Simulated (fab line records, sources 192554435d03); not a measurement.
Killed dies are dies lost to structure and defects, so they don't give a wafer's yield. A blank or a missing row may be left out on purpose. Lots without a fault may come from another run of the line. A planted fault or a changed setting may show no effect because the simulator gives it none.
Chamber matching | flow n5_finfet | N5_BEOL_M9_DESCUM_16 on rie_diel-03: 4 sister chambers
The step chemistry O2, time 7.9 s. 14 wafers are shown with their chamber, then 7 later ones without.

WAFERS WITH THEIR CHAMBER
wafer  | chamber | drypump_motor_current_A (A) | throttle_valve_pct (%) | showerhead_plenum_p_Torr (Torr)
L076.2 | 1       | 5.7                         | 20.23                  | 2.14
L076.5 | 0       | 6.5                         | 20.08                  | 2.16
L076.6 | 1       | 5.6                         | 20.22                  | 2.14
L081.3 | 3       | 5.4                         | 20.77                  | 2.17
L081.4 | 1       | 5.7                         | 20.24                  | 2.13
L081.6 | 2       | 6.6                         | 20.37                  | 2.07
L085.3 | 0       | 6.5                         | 20.11                  | 2.15
L085.5 | 3       | 5.4                         | 20.78                  | 2.17
L085.6 | 0       | 6.5                         | 20.12                  | 2.15
L087.3 | 1       | 5.7                         | 20.28                  | 2.13
L087.4 | 3       | 5.4                         | 20.81                  | 2.17
L087.5 | 3       | 5.4                         | 20.81                  | 2.17
L089.2 | 0       | 6.5                         | 20.12                  | 2.14
L089.4 | 1       | 5.7                         | 20.29                  | 2.13

SIGNATURES (means of the wafers above)
reading                  | chamber 0 | chamber 1 | chamber 2 | chamber 3 | scatter within a chamber
drypump_motor_current_A  | 6.500     | 5.680     | 6.600     | 5.400     | 0.0283
throttle_valve_pct       | 20.1075   | 20.2520   | 20.3700   | 20.7925   | 0.025
showerhead_plenum_p_Torr | 2.1500    | 2.1340    | 2.0700    | 2.1700    | 0.00566
Rule: a wafer's distance from a chamber is the root of the sum, over the readings, of the square of ((its reading less the chamber's mean) divided by the reading's scatter). The wafer belongs to the nearest chamber; if the next one is less than 2 further off, it can't be placed. The scatter: the root of (the sum of the squares of (reading less its chamber's mean) over the shown wafers, divided by (wafers less chambers)).

WAFERS WITHOUT THEIR CHAMBER
wafer  | drypump_motor_current_A (A) | throttle_valve_pct (%) | showerhead_plenum_p_Torr (Torr)
L089.5 | 6.5                         | 20.12                  | 2.14
L095.1 | 5.7                         | 20.29                  | 2.12
L095.3 | 6.6                         | 20.41                  | 2.06
L095.6 | 5.7                         | 20.29                  | 2.12
L097.1 | 5.7                         | 20.29                  | 2.12
L097.3 | 6.6                         | 20.44                  | 2.06
L097.6 | 6.6                         | 20.41                  | 2.06

WHICH CHAMBER EACH WENT THROUGH
wafer  | from the rows above | in truth
L089.5 | 0                   | 0
L095.1 | 1                   | 1
L095.3 | 2                   | 2
L095.6 | 1                   | 1
L097.1 | 1                   | 1
L097.3 | 2                   | 2
L097.6 | 2                   | 2
Placed correctly: 7 of 7. Can't be placed from these rows: 0. Placed wrongly: 0.
